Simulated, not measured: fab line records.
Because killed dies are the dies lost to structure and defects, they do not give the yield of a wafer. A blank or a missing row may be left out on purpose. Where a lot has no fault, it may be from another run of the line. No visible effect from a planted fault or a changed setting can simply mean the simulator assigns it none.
3 desks looking at one fault    flow n5_finfet    numbers are kept per desk, each desk with only its own; the story behind them comes last

FROM THE METROLOGY DESK
Lot by lot, what the gauges showed, no matter which tool ran the lot: averages of those sampled wafers that carry a number. A lot is out of limits, marked OUT, if its mean lies more than 4 standard deviations from the usual mean; the brackets give that distance. 7 of its 10 readings are shown, namely those furthest out on some lot.
Columns: A = DIBL_N at N5_BEOL_M4_RC_MEAS_101, usual 36.3 mV/V; B = DIBL_P at N5_BEOL_M4_RC_MEAS_101, usual 36.3 mV/V; C = IOFF_N at N5_BEOL_M4_RC_MEAS_101, usual 0.157 nA/um; D = IOFF_P at N5_BEOL_M4_RC_MEAS_101, usual 0.22 nA/um; E = ION_N at N5_BEOL_M4_RC_MEAS_101, usual 675 uA/um; F = SS_P at N5_BEOL_M4_RC_MEAS_101, usual 73.3 mV/dec; G = VT_P at N5_BEOL_M4_RC_MEAS_101, usual -249 mV
lot   first seen here  A     B     C      D     E    F     G
L478  day 8 19:53      35.0  34.9  0.132  0.17  665  72.1  -254
L485  day 10 16:16     34.8  36.6  0.164  0.24  689  72.7  -246
L484  day 11 07:55     37.6  35.6  0.168  0.23  682  73.5  -247
L486  day 11 11:13     37.3  35.5  0.171  0.23  682  73.8  -248
L487  day 11 23:50     36.9  37.2  0.162  0.19  671  73.3  -253
L488  day 12 05:26     36.4  36.8  0.176  0.24  679  73.4  -246
L492  day 12 10:00     36.0  36.0  0.157  0.20  680  72.9  -251
L491  day 12 20:43     37.1  37.0  0.148  0.22  676  72.9  -249
L496  day 13 20:59     38.0  38.5  0.200  0.26  681  74.0  -247
L499  day 14 19:49     37.5  38.3  0.171  0.28  679  73.6  -244
Result from this desk: across the 10 lots, nothing is out of limits.

THE TOOL OWNER'S DESK: rie_diel-02
The tool's own readings at N5_BEOL_M0_SAQP_HM_OPEN_112 (chemistry CHF3/O2, target SiO2, stops on a-Si, target depth 12 nm, time 13.5 s): means of the sampled wafers that have a number, for each lot that ran on this tool. A lot is out of limits, marked OUT, if its mean lies more than 4 standard deviations from the usual mean; the brackets give that distance.
Columns: A = drypump_motor_current_A at N5_BEOL_M0_SAQP_HM_OPEN_112, usual 5.8 A; B = oes_product_au at N5_BEOL_M0_SAQP_HM_OPEN_112, usual 0.49 a.u.; C = rf_vpp_V at N5_BEOL_M0_SAQP_HM_OPEN_112, usual 525 V; D = showerhead_plenum_p_Torr at N5_BEOL_M0_SAQP_HM_OPEN_112, usual 2.40 Torr; E = throttle_valve_pct at N5_BEOL_M0_SAQP_HM_OPEN_112, usual 18.97 %
lot   first seen here  A    B     C    D     E
L478  day 6 03:30      5.4  0.49  526  2.41  18.94
L484  day 7 14:28      4.7  0.42  520  2.41  19.07
L485  day 7 19:10      5.2  0.42  525  2.41  18.82
L486  day 8 02:59      5.8  0.48  532  2.49  18.52
Result from this desk: across the 4 lots, nothing is out of limits.

THE DEFECT DESK
Inspection counts along the route, by lot: the mean over sampled wafers that carry a number. A lot is out of limits, marked OUT, if its mean lies more than 4 standard deviations from the usual mean; the brackets give that distance.
Columns: A = raw_defect_count at N5_MOL_CONTACT_COAG_INSPECT_97, usual 46
lot   first seen here  A
L478  day 6 01:35      20
L484  day 7 11:55      52
L485  day 7 17:25      27
L486  day 8 00:50      78
L487  day 8 07:48      33
L488  day 8 10:47      49
L491  day 9 06:35      35
L492  day 9 11:23      30
L496  day 10 13:47     35
L499  day 11 04:49     31
Result from this desk: across the 10 lots, nothing is out of limits.

ALL TOGETHER
From the metrology desk's view, nothing was out of limits.
The tool owner's desk saw nothing out of limits.
Nothing out of limits was seen by the defect desk.

WHAT HAD BEEN PUT IN BY THE SIMULATOR
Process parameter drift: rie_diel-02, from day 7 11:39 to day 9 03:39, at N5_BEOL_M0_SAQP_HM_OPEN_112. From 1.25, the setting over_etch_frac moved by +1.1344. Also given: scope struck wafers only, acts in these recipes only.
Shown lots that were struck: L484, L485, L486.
